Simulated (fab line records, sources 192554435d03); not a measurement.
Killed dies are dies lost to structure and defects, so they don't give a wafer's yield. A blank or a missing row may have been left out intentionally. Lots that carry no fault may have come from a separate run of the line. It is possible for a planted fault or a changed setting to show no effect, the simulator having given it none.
What tool caused it? || flow n5_finfet || 11 lots with 33 wafers sampled at 5 steps, on a route of 1938 steps

== WHAT EACH GAUGE READ, for each wafer ==
N5_FIN_CUT_CD_MEAS_08 targets a cd of 29.1 nm.
{"lot": "L722", "measured": "day 2 11:09", "on": "cd_sem-01", "cd_nm (nm)": "28.78 29.02 28.89"}
{"lot": "L724", "measured": "day 2 21:08", "on": "cd_sem-02", "cd_nm (nm)": "29.06 29.02 29.26"}
{"lot": "L725", "measured": "day 3 04:02", "on": "cd_sem-02", "cd_nm (nm)": "29.31 29.25 28.80"}
{"lot": "L726", "measured": "day 3 09:33", "on": "cd_sem-03", "cd_nm (nm)": "28.94 29.09 29.12"}
{"lot": "L731", "measured": "day 4 15:59", "on": "cd_sem-02", "cd_nm (nm)": "29.00 29.34 29.41"}
{"lot": "L735", "measured": "day 5 14:14", "on": "cd_sem-02", "cd_nm (nm)": "30.62 30.50 30.85"}
{"lot": "L736", "measured": "day 5 19:38", "on": "cd_sem-02", "cd_nm (nm)": "30.30 29.62 30.48"}
{"lot": "L737", "measured": "day 6 03:47", "on": "cd_sem-03", "cd_nm (nm)": "28.93 29.04 28.86"}
{"lot": "L739", "measured": "day 6 14:56", "on": "cd_sem-01", "cd_nm (nm)": "29.21 29.35 29.48"}
{"lot": "L740", "measured": "day 6 21:07", "on": "cd_sem-03", "cd_nm (nm)": "29.11 29.40 28.98"}
{"lot": "L742", "measured": "day 7 09:46", "on": "cd_sem-01", "cd_nm (nm)": "28.81 29.03 28.90"}

N5_FIN_CUT_OVL_MEAS_09.
{"lot": "L722", "measured": "day 2 11:11", "on": "overlay-02", "FIN_CUT_OVL (nm)": "-0.7 0.0 -0.1"}
{"lot": "L724", "measured": "day 2 21:11", "on": "overlay-01", "FIN_CUT_OVL (nm)": "0.3 0.6 0.5"}
{"lot": "L725", "measured": "day 3 04:05", "on": "overlay-01", "FIN_CUT_OVL (nm)": "0.6 -0.2 -0.5"}
{"lot": "L726", "measured": "day 3 09:35", "on": "overlay-01", "FIN_CUT_OVL (nm)": "-0.7 -0.5 -0.8"}
{"lot": "L731", "measured": "day 4 16:02", "on": "overlay-02", "FIN_CUT_OVL (nm)": "-0.4 -0.1 0.5"}
{"lot": "L735", "measured": "day 5 14:16", "on": "overlay-02", "FIN_CUT_OVL (nm)": "-0.4 -0.4 -0.9"}
{"lot": "L736", "measured": "day 5 19:40", "on": "overlay-02", "FIN_CUT_OVL (nm)": "-0.7 -1.0 -0.5"}
{"lot": "L737", "measured": "day 6 03:49", "on": "overlay-02", "FIN_CUT_OVL (nm)": "-0.1 0.0 -0.7"}
{"lot": "L739", "measured": "day 6 14:58", "on": "overlay-02", "FIN_CUT_OVL (nm)": "1.0 -0.6 -0.4"}
{"lot": "L740", "measured": "day 6 21:09", "on": "overlay-01", "FIN_CUT_OVL (nm)": "0.1 0.8 0.4"}
{"lot": "L742", "measured": "day 7 09:47", "on": "overlay-01", "FIN_CUT_OVL (nm)": "0.7 -0.5 0.4"}

== WHAT TOOL EACH LOT RAN ON (gives the tool, then ch and the chambers of the sampled wafers, and finally the start) ==
{"lot": "L722", "N5_FIN_SAQP_SPACER2_ETCHBACK_29": "rie_diel-01 ch 1,2,3, day 2 09:59", "N5_FIN_SAQP_ETCH_64": "rie_si-06 ch 0,2, day 2 10:34", "N5_FIN_CUT_EXPOSE_05": "euv_scanner-01 ch 0, day 2 11:01"}
{"lot": "L724", "N5_FIN_SAQP_SPACER2_ETCHBACK_29": "rie_diel-04 ch 0,1,3, day 2 20:04", "N5_FIN_SAQP_ETCH_64": "rie_si-02 ch 0,3, day 2 20:34", "N5_FIN_CUT_EXPOSE_05": "euv_scanner-01 ch 0, day 2 21:01"}
{"lot": "L725", "N5_FIN_SAQP_SPACER2_ETCHBACK_29": "rie_diel-01 ch 0,2, day 3 02:54", "N5_FIN_SAQP_ETCH_64": "rie_si-02 ch 1,2, day 3 03:28", "N5_FIN_CUT_EXPOSE_05": "euv_scanner-01 ch 0, day 3 03:55"}
{"lot": "L726", "N5_FIN_SAQP_SPACER2_ETCHBACK_29": "rie_diel-03 ch 0,1,3, day 3 08:14", "N5_FIN_SAQP_ETCH_64": "rie_si-06 ch 0,1,3, day 3 08:51", "N5_FIN_CUT_EXPOSE_05": "euv_scanner-02 ch 0, day 3 09:25"}
{"lot": "L731", "N5_FIN_SAQP_SPACER2_ETCHBACK_29": "rie_diel-03 ch 2,3, day 4 14:37", "N5_FIN_SAQP_ETCH_64": "rie_si-02 ch 0,3, day 4 15:17", "N5_FIN_CUT_EXPOSE_05": "euv_scanner-02 ch 0, day 4 15:53"}
{"lot": "L735", "N5_FIN_SAQP_SPACER2_ETCHBACK_29": "rie_diel-03 ch 0,1,3, day 5 13:07", "N5_FIN_SAQP_ETCH_64": "rie_si-06 ch 1,3, day 5 13:38", "N5_FIN_CUT_EXPOSE_05": "euv_scanner-02 ch 0, day 5 14:06"}
{"lot": "L736", "N5_FIN_SAQP_SPACER2_ETCHBACK_29": "rie_diel-04 ch 0,3, day 5 18:32", "N5_FIN_SAQP_ETCH_64": "rie_si-06 ch 1,2, day 5 19:03", "N5_FIN_CUT_EXPOSE_05": "euv_scanner-02 ch 0, day 5 19:30"}
{"lot": "L737", "N5_FIN_SAQP_SPACER2_ETCHBACK_29": "rie_diel-01 ch 0,1,3, day 6 02:31", "N5_FIN_SAQP_ETCH_64": "rie_si-06 ch 1,2,3, day 6 03:05", "N5_FIN_CUT_EXPOSE_05": "euv_scanner-01 ch 0, day 6 03:38"}
{"lot": "L739", "N5_FIN_SAQP_SPACER2_ETCHBACK_29": "rie_diel-03 ch 1,2,3, day 6 13:42", "N5_FIN_SAQP_ETCH_64": "rie_si-02 ch 0,2,3, day 6 14:14", "N5_FIN_CUT_EXPOSE_05": "euv_scanner-01 ch 0, day 6 14:48"}
{"lot": "L740", "N5_FIN_SAQP_SPACER2_ETCHBACK_29": "rie_diel-04 ch 0,2,3, day 6 20:01", "N5_FIN_SAQP_ETCH_64": "rie_si-06 ch 2,3, day 6 20:32", "N5_FIN_CUT_EXPOSE_05": "euv_scanner-01 ch 0, day 6 20:59"}
{"lot": "L742", "N5_FIN_SAQP_SPACER2_ETCHBACK_29": "rie_diel-04 ch 1,3, day 7 08:32", "N5_FIN_SAQP_ETCH_64": "rie_si-02 ch 0,3, day 7 09:03", "N5_FIN_CUT_EXPOSE_05": "euv_scanner-01 ch 0, day 7 09:38"}
- N5_FIN_SAQP_SPACER2_ETCHBACK_29: etches SiO2 in CHF3/O2, target depth 12.2 nm, time 6.1 s.
- N5_FIN_SAQP_ETCH_64: etches SiO2 in CF4, target depth 1.5 nm.
- N5_FIN_CUT_EXPOSE_05: exposes mask FIN CUT.

== AS READ BY THE TOOLS THEMSELVES (means over the sampled wafers that have a number; for cases with no such wafer, the mark the record gives instead) ==
N5_FIN_SAQP_SPACER2_ETCHBACK_29.
{"lot": "L722", "tool": "rie_diel-01", "drypump_motor_current_A (A)": 5.56, "oes_product_au (a.u.)": 0.72, "rf_vpp_V (V)": 519, "showerhead_plenum_p_Torr (Torr)": 2.32, "throttle_valve_pct (%)": 18.90}
{"lot": "L724", "tool": "rie_diel-04", "drypump_motor_current_A (A)": 5.55, "oes_product_au (a.u.)": 0.76, "rf_vpp_V (V)": 519, "showerhead_plenum_p_Torr (Torr)": 2.38, "throttle_valve_pct (%)": 18.79}
{"lot": "L725", "tool": "rie_diel-01", "drypump_motor_current_A (A)": 5.62, "oes_product_au (a.u.)": 0.76, "rf_vpp_V (V)": 520, "showerhead_plenum_p_Torr (Torr)": 2.38, "throttle_valve_pct (%)": 18.91}
{"lot": "L726", "tool": "rie_diel-03", "drypump_motor_current_A (A)": 5.71, "oes_product_au (a.u.)": 0.78, "rf_vpp_V (V)": 513, "showerhead_plenum_p_Torr (Torr)": 2.48, "throttle_valve_pct (%)": 18.82}
{"lot": "L731", "tool": "rie_diel-03", "drypump_motor_current_A (A)": 5.27, "oes_product_au (a.u.)": 0.84, "rf_vpp_V (V)": 501, "showerhead_plenum_p_Torr (Torr)": 2.39, "throttle_valve_pct (%)": 18.92}
{"lot": "L735", "tool": "rie_diel-03", "drypump_motor_current_A (A)": 5.70, "oes_product_au (a.u.)": 0.75, "rf_vpp_V (V)": 514, "showerhead_plenum_p_Torr (Torr)": 2.47, "throttle_valve_pct (%)": 18.86}
{"lot": "L736", "tool": "rie_diel-04", "drypump_motor_current_A (A)": 5.32, "oes_product_au (a.u.)": 0.75, "rf_vpp_V (V)": 520, "showerhead_plenum_p_Torr (Torr)": 2.40, "throttle_valve_pct (%)": 18.79}
{"lot": "L737", "tool": "rie_diel-01", "drypump_motor_current_A (A)": 5.42, "oes_product_au (a.u.)": 0.78, "rf_vpp_V (V)": 521, "showerhead_plenum_p_Torr (Torr)": 2.38, "throttle_valve_pct (%)": 18.75}
{"lot": "L739", "tool": "rie_diel-03", "drypump_motor_current_A (A)": 5.41, "oes_product_au (a.u.)": 0.84, "rf_vpp_V (V)": 510, "showerhead_plenum_p_Torr (Torr)": 2.50, "throttle_valve_pct (%)": 18.95}
{"lot": "L740", "tool": "rie_diel-04", "drypump_motor_current_A (A)": 5.39, "oes_product_au (a.u.)": 0.72, "rf_vpp_V (V)": 517, "showerhead_plenum_p_Torr (Torr)": 2.39, "throttle_valve_pct (%)": 18.79}
{"lot": "L742", "tool": "rie_diel-04", "drypump_motor_current_A (A)": 5.68, "oes_product_au (a.u.)": 0.73, "rf_vpp_V (V)": 524, "showerhead_plenum_p_Torr (Torr)": 2.34, "throttle_valve_pct (%)": 18.89}

N5_FIN_SAQP_ETCH_64.
{"lot": "L722", "tool": "rie_si-06", "drypump_motor_current_A (A)": 5.3, "oes_product_au (a.u.)": 1.003, "throttle_valve_pct (%)": 21.77}
{"lot": "L724", "tool": "rie_si-02", "drypump_motor_current_A (A)": 5.3, "oes_product_au (a.u.)": 1.005, "throttle_valve_pct (%)": 21.66}
{"lot": "L725", "tool": "rie_si-02", "drypump_motor_current_A (A)": 5.6, "oes_product_au (a.u.)": 1.026, "throttle_valve_pct (%)": 21.62}
{"lot": "L726", "tool": "rie_si-06", "drypump_motor_current_A (A)": 5.3, "oes_product_au (a.u.)": 1.002, "throttle_valve_pct (%)": 22.01}
{"lot": "L731", "tool": "rie_si-02", "drypump_motor_current_A (A)": 5.3, "oes_product_au (a.u.)": 1.003, "throttle_valve_pct (%)": 21.66}
{"lot": "L735", "tool": "rie_si-06", "drypump_motor_current_A (A)": 5.3, "oes_product_au (a.u.)": 1.013, "throttle_valve_pct (%)": 22.07}
{"lot": "L736", "tool": "rie_si-06", "drypump_motor_current_A (A)": 5.2, "oes_product_au (a.u.)": 1.017, "throttle_valve_pct (%)": 21.74}
{"lot": "L737", "tool": "rie_si-06", "drypump_motor_current_A (A)": 5.2, "oes_product_au (a.u.)": 1.009, "throttle_valve_pct (%)": 21.80}
{"lot": "L739", "tool": "rie_si-02", "drypump_motor_current_A (A)": 5.5, "oes_product_au (a.u.)": 0.994, "throttle_valve_pct (%)": 21.64}
{"lot": "L740", "tool": "rie_si-06", "drypump_motor_current_A (A)": 5.1, "oes_product_au (a.u.)": 1.013, "throttle_valve_pct (%)": 21.60}
{"lot": "L742", "tool": "rie_si-02", "drypump_motor_current_A (A)": 5.3, "oes_product_au (a.u.)": 1.006, "throttle_valve_pct (%)": 21.67}

N5_FIN_CUT_EXPOSE_05.
{"lot": "L722", "tool": "euv_scanner-01", "exposure_dose_mJ_cm2": 46.07}
{"lot": "L724", "tool": "euv_scanner-01", "exposure_dose_mJ_cm2": 46.09}
{"lot": "L725", "tool": "euv_scanner-01", "exposure_dose_mJ_cm2": 46.13}
{"lot": "L726", "tool": "euv_scanner-02", "exposure_dose_mJ_cm2": 45.68}
{"lot": "L731", "tool": "euv_scanner-02", "exposure_dose_mJ_cm2": 45.75}
{"lot": "L735", "tool": "euv_scanner-02", "exposure_dose_mJ_cm2": 49.54}
{"lot": "L736", "tool": "euv_scanner-02", "exposure_dose_mJ_cm2": 48.72}
{"lot": "L737", "tool": "euv_scanner-01", "exposure_dose_mJ_cm2": 46.16}
{"lot": "L739", "tool": "euv_scanner-01", "exposure_dose_mJ_cm2": 46.07}
{"lot": "L740", "tool": "euv_scanner-01", "exposure_dose_mJ_cm2": 46.06}
{"lot": "L742", "tool": "euv_scanner-01", "exposure_dose_mJ_cm2": 46.03}

== THE ANSWER, worked out from the rows above alone ==
Rule: the usual values come from the lots themselves. Put in order of their means at a reading, lots are off if they are a third of the lots or fewer, leave a main group of 4 or more, and stand apart from it by a gap of 3 or more times the standard deviation of the main group's means; of several such gaps the widest counts. A main group whose means are all the same, to the digits that the tables above print for the reading, isn't used. A lot without any number at a reading at which 4 lots or more have one is off too. The other lots that the step has rows for count as sound. Order of review: gauges by route order, followed by the tools' own readings, for which a lot's mean as printed above is used. The first step at which some lot is off is used, and at that step the reading that is off furthest; a lot without a number counts as furthest.
Off at N5_FIN_CUT_CD_MEAS_08 (cd_nm): L735, L736. For the main group the mean is 29.09 nm and the standard deviation 0.15.
If a tool, at a process step before that reading, ran all the lots that are off and no sound lot after the first of them, it fits. The gauges at N5_FIN_CUT_CD_MEAS_08 aren't tried: what is off there is off at N5_FIN_CUT_EXPOSE_05 too, on other tools, and a gauge's error can't cause that. One fits: N5_FIN_CUT_EXPOSE_05 on euv_scanner-02. Its last sound lot is L731 (day 4 15:53), its first lot that is off L735 (day 5 14:06): a fault that began between those two fits.
The tool's own readings at N5_FIN_CUT_EXPOSE_05 bear it out: on the lots that are off they differ by more than 5 times the standard deviation of the sound lots' means. exposure_dose_mJ_cm2 reads 49.13 there against 46.00 on the sound lots.

== WHAT HAD BEEN PUT IN BY THE SIMULATOR ==
Drift in process parameters on euv_scanner-02 at N5_FIN_CUT_EXPOSE_05, starting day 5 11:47. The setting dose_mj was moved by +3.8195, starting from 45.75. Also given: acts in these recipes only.
Lots struck among those shown: L735, L736. This agrees with what the rule above found.
